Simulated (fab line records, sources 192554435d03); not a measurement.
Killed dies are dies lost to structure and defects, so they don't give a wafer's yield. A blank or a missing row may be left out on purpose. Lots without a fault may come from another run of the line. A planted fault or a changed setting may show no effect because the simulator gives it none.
Chamber matching | flow n5_finfet | N5_BEOL_M0_SAQP_ETCH_101 on rie_diel-05: 4 sister chambers
The step etches SiNx in CH3F/O2, target depth 29.9 nm, time 42.7 s. 22 wafers are shown with their chamber, then 11 later ones without.

WAFERS WITH THEIR CHAMBER
wafer  | chamber | drypump_motor_current_A (A) | throttle_valve_pct (%) | oes_product_au (a.u.)
L075.3 | 3       | 5.94                        | 16.54                  | 0.85
L075.4 | 1       | 5.76                        | 16.22                  | 0.77
L075.6 | 3       | 5.94                        | 16.52                  | 0.85
L078.3 | 0       | 5.50                        | 16.47                  | 1.03
L078.5 | 1       | 5.76                        | 16.23                  | 0.76
L078.6 | 2       | 5.31                        | 16.60                  | 0.71
L082.2 | 1       | 5.76                        | 16.23                  | 0.75
L082.4 | 0       | 5.50                        | 16.50                  | 0.99
L082.5 | 2       | 5.33                        | 16.61                  | 0.70
L083.1 | 2       | 5.32                        | 16.60                  | 0.71
L083.2 | 3       | 5.99                        | 16.55                  | 0.83
L083.3 | 1       | 5.79                        | 16.23                  | 0.76
L083.4 | 0       | 5.49                        | 16.50                  | 1.00
L083.5 | 0       | 5.48                        | 16.49                  | 0.99
L083.6 | 1       | 5.76                        | 16.24                  | 0.76
L084.1 | 1       | 5.80                        | 16.23                  | 0.76
L084.2 | 2       | 5.31                        | 16.59                  | 0.70
L084.3 | 3       | 5.98                        | 16.53                  | 0.83
L084.4 | 0       | 5.52                        | 16.51                  | 0.98
L084.5 | 2       | 5.34                        | 16.60                  | 0.70
L084.6 | 3       | 5.95                        | 16.55                  | 0.82
L087.3 | 2       | 5.31                        | 16.61                  | 0.70

SIGNATURES (means of the wafers above)
reading                 | chamber 0 | chamber 1 | chamber 2 | chamber 3 | scatter within a chamber
drypump_motor_current_A | 5.4980    | 5.7717    | 5.3200    | 5.9600    | 0.0176
throttle_valve_pct      | 16.4940   | 16.2300   | 16.6017   | 16.5380   | 0.0108
oes_product_au          | 0.9980    | 0.7600    | 0.7033    | 0.8360    | 0.0119
Rule: a wafer's distance from a chamber is the root of the sum, over the readings, of the square of ((its reading less the chamber's mean) divided by the reading's scatter). The wafer belongs to the nearest chamber; if the next one is less than 2 further off, it can't be placed. The scatter: the root of (the sum of the squares of (reading less its chamber's mean) over the shown wafers, divided by (wafers less chambers)).

WAFERS WITHOUT THEIR CHAMBER
wafer  | drypump_motor_current_A (A) | throttle_valve_pct (%) | oes_product_au (a.u.)
L087.4 | 5.53                        | 16.50                  | 0.97
L087.6 | 5.50                        | 16.51                  | 0.97
L090.1 | 5.77                        | 16.26                  | 0.76
L090.2 | 5.49                        | 16.52                  | 0.95
L090.4 | 5.95                        | 16.57                  | 0.82
L093.1 | 5.51                        | 16.53                  | 0.93
L093.2 | 5.32                        | 16.65                  | 0.70
L093.5 | 5.33                        | 16.63                  | 0.70
L097.2 | 5.50                        | 16.55                  | 0.91
L097.3 | 5.32                        | 16.65                  | 0.70
L097.5 | 5.75                        | 16.29                  | 0.73

WHICH CHAMBER EACH WENT THROUGH
wafer  | from the rows above | in truth
L087.4 | 0                   | 0
L087.6 | 0                   | 0
L090.1 | 1                   | 1
L090.2 | 0                   | 0
L090.4 | 3                   | 3
L093.1 | 0                   | 0
L093.2 | 2                   | 2
L093.5 | 2                   | 2
L097.2 | 0                   | 0
L097.3 | 2                   | 2
L097.5 | 1                   | 1
Placed correctly: 11 of 11. Can't be placed from these rows: 0. Placed wrongly: 0.
